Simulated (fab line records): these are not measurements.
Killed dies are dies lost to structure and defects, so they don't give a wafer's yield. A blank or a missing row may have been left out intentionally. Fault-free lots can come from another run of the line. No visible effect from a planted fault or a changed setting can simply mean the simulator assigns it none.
Which tool was responsible? -- flow nand harc -- 36 wafers from 12 lots sampled at 4 of the route's 1302 steps

== WHAT THE GAUGES READ, wafer by wafer ==
NHARC_P_GATE_CD_MEAS_59 targets a cd of 720 nm.
lot,measured,on,cd nm (nm)
L891,day 5 21:33,cd sem-01,722.8 723.8 723.7
L892,day 6 15:40,cd sem-02,761.9 762.8 765.3
L893,day 6 16:30,cd sem-01,718.6 721.7 723.3
L902,day 10 12:35,cd sem-01,721.2 721.7 721.4
L903,day 11 16:22,cd sem-02,720.7 717.7 718.4
L905,day 11 17:04,cd sem-03,718.0 718.4 716.2
L906,day 12 03:17,cd sem-02,719.6 716.2 718.3
L907,day 12 15:11,cd sem-03,715.9 716.4 720.2
L909,day 13 11:35,cd sem-03,717.1 715.8 715.6
L910,day 14 14:25,cd sem-02,719.7 721.3 721.8
L912,day 14 20:34,cd sem-03,715.9 716.6 717.5
L913,day 15 15:58,cd sem-03,718.1 716.0 717.9

== TOOL THAT RAN EACH LOT (tool first, then ch and the chambers of the sampled wafers, then the start) ==
lot,NHARC_P_GATE_DESCUM_31,NHARC_P_GATE_STRIP_111,NHARC_P_GATE_EXPOSE_56
L891,"rie diel-01 ch 1,2,3, day 5 07:56","plasma asher-01 ch 0,1, day 5 20:19","krf scanner-02 ch 0, day 5 21:24"
L892,"rie diel-08 ch 0,2, day 6 02:01","plasma asher-02 ch 0,1, day 6 14:28","krf scanner-03 ch 0, day 6 15:30"
L893,"rie diel-10 ch 0,1,2, day 6 02:41","plasma asher-01 ch 0,1, day 6 15:16","krf scanner-02 ch 0, day 6 16:21"
L902,"rie diel-10 ch 1,2, day 9 22:53","plasma asher-01 ch 0,1, day 10 11:29","krf scanner-03 ch 0, day 10 12:26"
L903,"rie diel-01 ch 0,1, day 11 02:52","plasma asher-01 ch 0,1, day 11 15:11","krf scanner-02 ch 0, day 11 16:13"
L905,"rie diel-08 ch 1,2, day 11 03:30","plasma asher-01 ch 0,1, day 11 15:50","krf scanner-03 ch 0, day 11 16:54"
L906,"rie diel-10 ch 2,3, day 11 13:44","plasma asher-02 ch 0,1, day 12 02:13","krf scanner-01 ch 0, day 12 03:08"
L907,"rie diel-01 ch 2,3, day 12 01:32","plasma asher-01 ch 0,1, day 12 13:58","krf scanner-03 ch 0, day 12 15:02"
L909,"rie diel-08 ch 1,2,3, day 12 22:17","plasma asher-02 ch 0,1, day 13 10:29","krf scanner-01 ch 0, day 13 11:26"
L910,"rie diel-01 ch 1,2,3, day 14 00:24","plasma asher-02 ch 0,1, day 14 13:14","krf scanner-02 ch 0, day 14 14:16"
L912,"rie diel-08 ch 0,3, day 14 06:56","plasma asher-02 ch 0,1, day 14 19:23","krf scanner-02 ch 0, day 14 20:25"
L913,"rie diel-01 ch 0,3, day 15 01:54","plasma asher-02 ch 0,1, day 15 14:44","krf scanner-03 ch 0, day 15 15:49"
- NHARC_P_GATE_DESCUM_31: chemistry O2, time 3 s.
- NHARC_P_GATE_STRIP_111: strips in N2/H2, time 250 s.
- NHARC_P_GATE_EXPOSE_56: exposes mask P PSD, target cd 720 nm.

== WHAT THE TOOLS THEMSELVES READ (means of the sampled wafers that have a number; where no wafer has one, the mark that the record gives instead) ==
NHARC_P_GATE_DESCUM_31.
lot,tool,chamber pressure mTorr (mTorr),drypump motor current A (A),mfc ar sccm (sccm),oes product au (a.u.),rf vpp V (V),showerhead plenum p Torr (Torr),throttle valve pct (%)
L891,rie diel-01,60.02,6.0,0.023,0.999,57.5,1.93,11.300
L892,rie diel-08,60.03,5.7,0.011,1.002,58.1,1.93,11.311
L893,rie diel-10,59.99,5.3,0.002,0.994,57.9,1.92,11.313
L902,rie diel-10,59.98,5.4,0.002,0.997,57.8,1.99,11.315
L903,rie diel-01,59.95,5.9,0.013,1.010,57.6,1.84,11.316
L905,rie diel-08,59.94,6.2,0.013,1.010,57.0,1.83,11.313
L906,rie diel-10,59.97,5.4,0.000,1.003,58.2,2.05,11.320
L907,rie diel-01,59.99,6.3,0.010,1.006,57.4,2.00,11.308
L909,rie diel-08,59.98,6.3,0.011,1.009,57.0,1.87,11.311
L910,rie diel-01,60.00,6.0,0.023,1.006,58.4,1.92,11.317
L912,rie diel-08,60.01,6.0,0.015,0.992,58.4,1.96,11.295
L913,rie diel-01,60.01,6.1,0.010,1.007,57.9,1.89,11.314

NHARC_P_GATE_STRIP_111.
lot,tool,drypump motor current A (A),heater power w (W)
L891,plasma asher-01,5.0,98
L892,plasma asher-02,5.9,93
L893,plasma asher-01,5.1,97
L902,plasma asher-01,5.0,89
L903,plasma asher-01,5.1,98
L905,plasma asher-01,5.0,90
L906,plasma asher-02,5.9,89
L907,plasma asher-01,5.0,90
L909,plasma asher-02,6.3,91
L910,plasma asher-02,6.0,91
L912,plasma asher-02,6.0,90
L913,plasma asher-02,5.9,90

NHARC_P_GATE_EXPOSE_56.
lot,tool,focus offset nm (nm)
L891,krf scanner-02,0.3
L892,krf scanner-03,-0.3
L893,krf scanner-02,-0.2
L902,krf scanner-03,0.7
L903,krf scanner-02,0.3
L905,krf scanner-03,-0.4
L906,krf scanner-01,-0.1
L907,krf scanner-03,0.5
L909,krf scanner-01,0.0
L910,krf scanner-02,0.4
L912,krf scanner-02,-0.3
L913,krf scanner-03,0.5

== THE ANSWER, worked out from the rows above alone ==
Rule: usual is defined by the lots themselves. Put in order of their means at a reading, lots are off if they are a third of the lots or fewer, leave a main group of 4 or more, and stand apart from it by a gap of 3 or more times the standard deviation of the main group's means; of several such gaps the widest counts. The tables above print the reading to a certain number of digits; a main group whose means all agree to those digits is not used. A lot without any number at a reading at which 4 lots or more have one is off too. Any other lot the step has rows for is counted as sound. Order of review: gauges by route order, followed by the tools' own readings, for which a lot's mean as printed above is used. At the first step where some lot is off, the reading lying furthest off is the one used; lots without a number count as furthest.
Off, at NHARC_P_GATE_CD_MEAS_59 on cd nm: L892. Mean 719.0 nm and standard deviation 2.3 in the main group.
A tool fits if, at a process step before that reading, it ran every lot that is off, and no sound lot after the first of them. Those tools and the gauges at NHARC_P_GATE_CD_MEAS_59 are tried in the same way. No candidate that was tried fits.

== WHAT THE SIMULATOR HAD PUT IN ==
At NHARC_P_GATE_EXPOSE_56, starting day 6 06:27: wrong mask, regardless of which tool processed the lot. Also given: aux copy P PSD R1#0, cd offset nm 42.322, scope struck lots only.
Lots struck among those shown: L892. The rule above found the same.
